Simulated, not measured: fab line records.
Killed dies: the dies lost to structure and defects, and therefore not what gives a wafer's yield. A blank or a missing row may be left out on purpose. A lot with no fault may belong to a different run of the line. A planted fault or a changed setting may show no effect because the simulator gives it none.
Which of the tools did it?    flow nand harc    31 wafers from 11 lots sampled at 5 of the route's 1302 steps

WHAT EACH GAUGE READ, for each wafer
NHARC_END_SORT_01.
lot   measured      on         killed at array  killed at other  killed at periphery  killed dies  killed open  killed short
L230  day 30 14:59  prober-01  134              0                3                    137          3            0

TOOL THAT RAN EACH LOT (tool first, then ch and the chambers of the sampled wafers, then the start)
lot   NHARC_A_CHANNEL_HOLE_D2_ETCH_34                NHARC_A_CHANNEL_FILL_D2_STRIP_28    NHARC_A_STAIRCASE_DESCUM_168        NHARC_A_STAIRCASE_ETCH_170
L220  rie diel-05 ch 0,1,3, day 14 22:17 or earlier  rie diel-07 ch 0,2, day 14 22:17    rie diel-10 ch 0,2, day 16 01:46    rie diel-10 ch 1,2,3, no start
L221  rie diel-02 ch 0,2,3, day 15 07:08 or earlier  rie diel-07 ch 0,1,3, day 15 07:08  rie diel-01 ch 0,2,3, day 16 08:14  rie diel-01 ch 0,1,2, no start
L223  rie diel-02 ch 0,3, day 15 16:59 or earlier    rie diel-04 ch 1,2, day 15 16:59    rie diel-06 ch 0,1,3, day 17 01:36  rie diel-06 ch 0,2,3, no start
L230  rie diel-02 ch 1, day 19 09:10 or earlier      rie diel-07 ch 2, day 19 09:10      rie diel-01 ch 0, day 20 15:55      rie diel-01 ch 1, day 30 14:59 or earlier
L234  rie diel-05 ch 0,3, day 20 11:23 or earlier    rie diel-13 ch 0,2,3, day 20 11:23  rie diel-10 ch 0,1,3, day 21 12:55  rie diel-10 ch 1,3, no start
L235  rie diel-05 ch 1,2,3, day 20 18:04 or earlier  rie diel-13 ch 2,3, day 20 18:04    rie diel-10 ch 0,3, day 21 21:05    rie diel-10 ch 2,3, no start
L236  rie diel-11 ch 0,1,3, day 21 07:44 or earlier  rie diel-04 ch 0,2, day 21 07:44    rie diel-06 ch 1,2, day 22 08:00    rie diel-06 ch 1,2, no start
L238  rie diel-11 ch 0,1,2, day 22 01:18 or earlier  rie diel-13 ch 1,2, day 22 01:18    rie diel-01 ch 0,1,2, day 23 04:22  rie diel-01 ch 0,2,3, no start
L240  rie diel-02 ch 1,2,3, day 22 13:02 or earlier  rie diel-13 ch 1,2,3, day 22 13:02  rie diel-10 ch 1,2,3, day 23 14:14  rie diel-10 ch 0,1,3, no start
L241  rie diel-05 ch 2,3, day 23 19:57 or earlier    rie diel-13 ch 2,3, day 23 19:57    rie diel-06 ch 0,1,3, day 24 23:44  rie diel-06 ch 0,2,3, no start
L242  rie diel-11 ch 1,2, day 23 19:59 or earlier    rie diel-04 ch 1,2, day 23 19:59    rie diel-01 ch 1,2, day 24 23:32    rie diel-01 ch 0,1, no start
- NHARC_A_CHANNEL_HOLE_D2_ETCH_34: etches the open film in CF4/CHF3, target depth 154 nm, time 77 s.
- NHARC_A_CHANNEL_FILL_D2_STRIP_28: strips in O2, time 20 s.
- NHARC_A_STAIRCASE_DESCUM_168: chemistry O2, time 3 s.
- NHARC_A_STAIRCASE_ETCH_170: etches the open film in C4F6/O2, target depth 200 nm, time 66.667 s.

AS READ BY THE TOOLS THEMSELVES (means over the sampled wafers that have a number; for cases with no such wafer, the mark the record gives instead)
NHARC_A_CHANNEL_HOLE_D2_ETCH_34.
lot   tool         drypump motor current A (A)  oes product au (a.u.)  rf vpp V (V)  showerhead plenum p Torr (Torr)  throttle valve pct (%)
L220  rie diel-05  5.9                          0.973                  369.7         1.56                             16.804
L221  rie diel-02  5.6                          0.917                  371.2         1.59                             16.801
L223  rie diel-02  5.6                          0.954                  372.2         1.62                             16.809
L230  rie diel-02  6.0                          0.980                  368.3         1.51                             16.808
L234  rie diel-05  6.1                          0.970                  369.1         1.52                             16.799
L235  rie diel-05  5.5                          0.966                  369.6         1.54                             16.809
L236  rie diel-11  5.9                          0.965                  370.8         1.58                             16.797
L238  rie diel-11  5.6                          0.957                  369.3         1.54                             16.802
L240  rie diel-02  5.8                          0.964                  369.6         1.54                             16.806
L241  rie diel-05  5.4                          0.931                  369.0         1.53                             16.803
L242  rie diel-11  5.5                          0.906                  367.7         1.49                             16.803

NHARC_A_CHANNEL_FILL_D2_STRIP_28.
lot   tool         drypump motor current A (A)  o2 flow sccm (sccm)  oes product au (a.u.)  rf vpp V (V)  showerhead plenum p Torr (Torr)  throttle valve pct (%)
L220  rie diel-07  5.4                          500.3                1.000                  57.5          3.51                             17.022
L221  rie diel-07  5.6                          497.5                0.989                  58.0          3.45                             17.045
L223  rie diel-04  5.5                          500.9                1.004                  57.6          3.54                             17.034
L230  rie diel-07  5.2                          499.0                1.017                  56.4          3.76                             17.058
L234  rie diel-13  5.8                          500.1                1.006                  58.0          3.42                             17.038
L235  rie diel-13  5.7                          499.5                0.983                  57.5          3.43                             17.044
L236  rie diel-04  5.9                          500.8                0.995                  58.5          3.61                             17.031
L238  rie diel-13  6.0                          501.1                1.007                  57.0          3.53                             17.028
L240  rie diel-13  5.7                          500.4                0.998                  58.0          3.52                             17.035
L241  rie diel-13  5.6                          499.9                0.993                  56.9          3.43                             17.038
L242  rie diel-04  5.3                          500.6                0.997                  57.9          3.44                             17.039

NHARC_A_STAIRCASE_DESCUM_168.
lot   tool         drypump motor current A (A)  o2 flow sccm (sccm)  oes product au (a.u.)  rf vpp V (V)  showerhead plenum p Torr (Torr)  throttle valve pct (%)
L220  rie diel-10  5.2                          200.2                1.003                  57.4          1.84                             11.311
L221  rie diel-01  5.9                          200.5                1.012                  58.2          1.92                             11.316
L223  rie diel-06  6.1                          199.5                0.998                  58.2          1.89                             11.311
L230  rie diel-01  6.7                          200.3                1.023                  57.6          1.97                             11.329
L234  rie diel-10  5.5                          200.3                1.003                  57.1          1.89                             11.309
L235  rie diel-10  5.3                          200.1                1.007                  58.0          1.96                             11.307
L236  rie diel-06  6.0                          200.4                1.004                  57.5          1.84                             11.314
L238  rie diel-01  6.0                          200.1                1.006                  58.8          1.88                             11.318
L240  rie diel-10  5.4                          199.8                1.005                  57.3          1.87                             11.308
L241  rie diel-06  6.1                          200.0                0.997                  57.9          1.88                             11.316
L242  rie diel-01  5.8                          199.4                0.986                  57.6          1.82                             11.311

NHARC_A_STAIRCASE_ETCH_170.
lot   tool         drypump motor current A (A)  o2 flow sccm (sccm)  oes product au (a.u.)  rf vpp V (V)  showerhead plenum p Torr (Torr)  throttle valve pct (%)
L220  rie diel-10  5.5                          20.08                0.985                  545.1         3.87                             26.911
L221  rie diel-01  5.9                          20.03                0.984                  545.6         3.89                             26.904
L223  rie diel-06  6.0                          19.93                0.977                  544.0         3.81                             26.907
L230  rie diel-01  6.4                          19.92                0.976                  543.2         3.74                             26.896
L234  rie diel-10  5.5                          20.04                0.985                  548.2         3.97                             26.900
L235  rie diel-10  5.2                          20.00                0.993                  545.6         3.86                             26.899
L236  rie diel-06  6.0                          20.00                0.980                  544.6         3.79                             26.905
L238  rie diel-01  5.9                          19.98                0.981                  547.6         3.91                             26.909
L240  rie diel-10  5.5                          20.02                0.981                  545.6         3.85                             26.901
L241  rie diel-06  6.1                          19.96                0.954                  543.2         3.77                             26.905
L242  rie diel-01  6.5                          20.02                0.965                  543.7         3.81                             26.899

THE ANSWER, worked out from the rows above alone
Rule: usual is defined by the lots themselves. The widest of any qualifying gaps counts: lots, ordered by their means at a reading, are off when they make up no more than a third of the lots, leave a main group of 4 or more, and stand apart from it by 3 or more times the standard deviation of that group's means. If all means in a main group match to the digits the tables above print for the reading, that group is not used. Also off: a lot with no number at a reading for which 4 or more lots have one. The other lots that the step has rows for count as sound. After the gauges, taken in route order, come the tools' own readings; for these a lot's mean is taken, as printed above. The first step at which some lot is off is used, and at that step the reading that is off furthest; a lot without a number counts as furthest.
Off at NHARC_A_STAIRCASE_DESCUM_168 (throttle valve pct): L230. Mean 11.312 % and standard deviation 0.0035 in the main group.
If a tool, at that step or one of the process steps before it, ran each lot that is off and ran no sound lot following the first of them, it fits. NHARC_A_CHANNEL_HOLE_D2_ETCH_34: start missing for some lots; hours and lot order therefore follow NHARC_A_CHANNEL_FILL_D2_STRIP_28. One candidate fits, namely rie diel-07 at NHARC_A_CHANNEL_FILL_D2_STRIP_28. A fault onset in the window from L221 (day 15 07:08, its last sound lot) to L230 (day 19 09:10, its first lot off) fits.

WHAT THE SIMULATOR PUT IN
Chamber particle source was rie diel-07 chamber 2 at NHARC_A_CHANNEL_FILL_D2_STRIP_28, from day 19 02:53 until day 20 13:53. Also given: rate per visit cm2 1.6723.
Shown lots that were struck: L230. This agrees with what the rule above found.
